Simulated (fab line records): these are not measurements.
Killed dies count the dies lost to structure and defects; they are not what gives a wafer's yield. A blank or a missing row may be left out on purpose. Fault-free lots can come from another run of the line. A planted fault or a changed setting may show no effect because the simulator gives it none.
Comparing a struck lot with a sound one :: flow nand_harc :: 39 steps out of a route of 1159
Sound: wafers L807.2, L807.4, L807.6. Struck: wafer L812.2. The cause is given at the end.
Per side, at each step with rows, come the tool, then ch with its chambers, and then its first start. Under that, the readings that differ: sound wafers :: struck wafers :: difference of the means :: sigmas: that difference in standard deviations of wafers without a fault.
alike: readings with means less than 2 such deviations apart, plus words and numbers identical on both sides. not compared: withheld readings, readings lacking a value on some wafer, bounds such as >300 that could conceal the same value, and numbers that have no deviation in the record and whose values overlap.
A row with sigmas, a row that says differs or no value, or rows on one side alone: a step with any of these is where the two part. Numbers that don't overlap but have no deviation are shown without sigmas and don't part them. Lack of a reading on every wafer of one side parts them only where that side has two or more wafers.

NHARC_P_BONDPAD_CD_MEAS_09: target cd 500 nm.
  sound on cd_sem-01 ch 0, day 8 11:31; struck on cd_sem-02 ch 0, day 10 09:47
  alike: cd_nm
NHARC_P_BONDPAD_OVL_MEAS_38:
  struck on overlay-01, day 10 09:53; sound on overlay-02, day 8 11:37
reading: overlay_y_nm (nm)
sound: 6 6 6
struck: -16
difference: -22
sigmas: -3
  alike: overlay_x_nm
then, 1 step without rows for these wafers: NHARC_P_BONDPAD_HARDBAKE_10 (time 65 s).
NHARC_P_BONDPAD_DESCUM_11: chemistry O2, time 3 s.
  sound on rie_diel-02 ch 0,2,3, day 8 11:44; struck on rie_diel-02 ch 1, day 10 10:02
reading: throttle_valve_pct (%)
sound: 11.318 11.319 11.330
struck: 11.303
difference: -0.019
sigmas: -2
  alike: drypump_motor_current_A, oes_product_au, rf_vpp_V, showerhead_plenum_p_Torr
  not compared: rf_hours_counter_h
then, 2 steps without rows for these wafers: NHARC_P_BONDPAD_ETCH_37 (etches the open film in N2/H2, target depth 60 nm, overetch 18 nm, time 65.91 s); NHARC_P_BONDPAD_ETCH_12 (etches the open film in CHF3/O2, target depth 200 nm, time 100 s).
NHARC_P_BONDPAD_CD_MEAS_13:
  struck on cd_sem-02, day 10 10:19; sound on cd_sem-01, day 8 12:04
  alike: cd_nm
then, 5 steps without rows for these wafers: NHARC_P_BONDPAD_STRIP_15 (strips in O2); NHARC_P_BONDPAD_ETCH_24 (etches the open film in CF4/N2, target depth 30 nm, time 72.99 s); NHARC_P_BONDPAD_STRIP_16 (strips in post etch residue remover, time 600 s); NHARC_P_BONDPAD_DEGAS_25 (time 60 s); NHARC_P_BONDPAD_PRE_CLEAN_26 (time 30 s).
NHARC_P_BONDPAD_PVD_17: deposits TaN, target thk 5 nm, time 8.06 s.
  struck on pvd_sputter-03, day 10 11:06; sound on pvd_sputter-03, day 8 12:55
  alike: cathode_dc_power_W, throttle_valve_pct
NHARC_P_BONDPAD_PVD_27: deposits Cu, target thk 30 nm, time 20.49 s.
  sound on pvd_sputter-03; struck on pvd_sputter-03
  alike: cathode_dc_power_W, throttle_valve_pct
then, 1 step without rows for these wafers: NHARC_P_BONDPAD_ECD_18 (material Cu, target thk 400 nm).
NHARC_P_BONDPAD_ANNEAL_28: time 90 s.
  sound on rtp_anneal-02 ch 0, day 8 14:00; struck on rtp_anneal-02 ch 0, day 10 11:45
  alike: wafer_temp_C_max
then, 1 step without rows for these wafers: NHARC_P_BONDPAD_CMP_19 (polishes, t overpolish 30 s, cu recess touch 16 s, target thk 160.81 nm).
NHARC_P_BONDPAD_THK_MEAS_20: measures by xrf.
  struck on film_metro-02, day 10 12:22; sound on film_metro-02, day 8 14:37
  alike: thk_nm
then, 1 step without rows for these wafers: NHARC_P_BONDPAD_SRD_21 (time 30 s, dry time 20 s).
NHARC_P_BONDPAD_ACTIVATE_29: chemistry N2, time 60 s.
  sound on rie_diel-02 ch 0,1,2, day 8 14:55; struck on rie_diel-02 ch 0, day 10 12:40
  alike: drypump_motor_current_A, oes_product_au, rf_vpp_V, showerhead_plenum_p_Torr
  not compared: rf_hours_counter_h
then, 13 steps without rows for these wafers: NHARC_P_BONDPAD_PRECLEAN_30 (cleans in DIW, time 300 s); NHARC_P_BONDPAD_SRD_31 (time 30 s, dry time 20 s); NHARC_A_ZERO_WELL_PRECLEAN_00 (cleans in SPM, time 600 s); NHARC_A_ZERO_WELL_SRD_01; NHARC_A_ZERO_WELL_DEHYDRATE_02 (time 120 s); NHARC_A_ZERO_WELL_HMDS_03 (time 30 s); NHARC_A_ZERO_WELL_COAT_18 (time 65 s); NHARC_A_ZERO_WELL_COAT_04 (resist thk 600 nm); NHARC_A_ZERO_WELL_SOFTBAKE_05 (time 70 s); NHARC_A_ZERO_WELL_EBR_06; NHARC_A_ZERO_WELL_EXPOSE_07 (exposes mask A ZERO); NHARC_A_ZERO_WELL_PEB_08 (peb time 80 s); NHARC_A_ZERO_WELL_DEVELOP_09 (time 50 s).
NHARC_A_ZERO_WELL_CD_MEAS_10: target cd 2000 nm.
  sound on cd_sem-01 ch 0, day 8 16:13; struck on cd_sem-01 ch 0, day 10 13:46
reading: cd_nm (nm)
sound: 2002.1 2001.8 2002.9
struck: 1997.4
difference: -4.9
sigmas: -2
then, 3 steps without rows for these wafers: NHARC_A_ZERO_WELL_HARDBAKE_11 (time 65 s); NHARC_A_ZERO_WELL_DESCUM_12 (chemistry O2, time 3 s); NHARC_A_ZERO_WELL_ETCH_19 (etches the open film in N2/H2, target depth 80 nm, overetch 24 nm, time 87.88 s).
NHARC_A_ZERO_WELL_ETCH_13: etches the open film in HBr/Cl2, target depth 120 nm, time 40.1 s.
  sound on rie_si-02 ch 0,1,3, day 8 16:37; struck on rie_si-06 ch 3, day 10 14:07
  alike: drypump_motor_current_A, oes_product_au, throttle_valve_pct
  not compared: rf_hours_counter_h
-- jump in the record: it breaks off in module A_ZERO_WELL and resumes in module END (first step shown: number 1159 of the route), and 13 days separate the struck wafers' starts before and after --
NHARC_END_SORT_01:
  sound on prober-02 ch 0, day 21 20:14; struck on prober-02 ch 0, day 23 05:12
reading: killed_at_periphery
sound: 6 10 10
struck: 73
difference: +64
sigmas: +22

reading: killed_dies
sound: 37 32 42
struck: 114
difference: +77
sigmas: +8
  alike: killed_at_array, killed_at_other, killed_open, killed_short

WHERE THEY PART
First at NHARC_P_BONDPAD_OVL_MEAS_38; last, within this record, at NHARC_END_SORT_01.

WHY: what had been put in by the simulator
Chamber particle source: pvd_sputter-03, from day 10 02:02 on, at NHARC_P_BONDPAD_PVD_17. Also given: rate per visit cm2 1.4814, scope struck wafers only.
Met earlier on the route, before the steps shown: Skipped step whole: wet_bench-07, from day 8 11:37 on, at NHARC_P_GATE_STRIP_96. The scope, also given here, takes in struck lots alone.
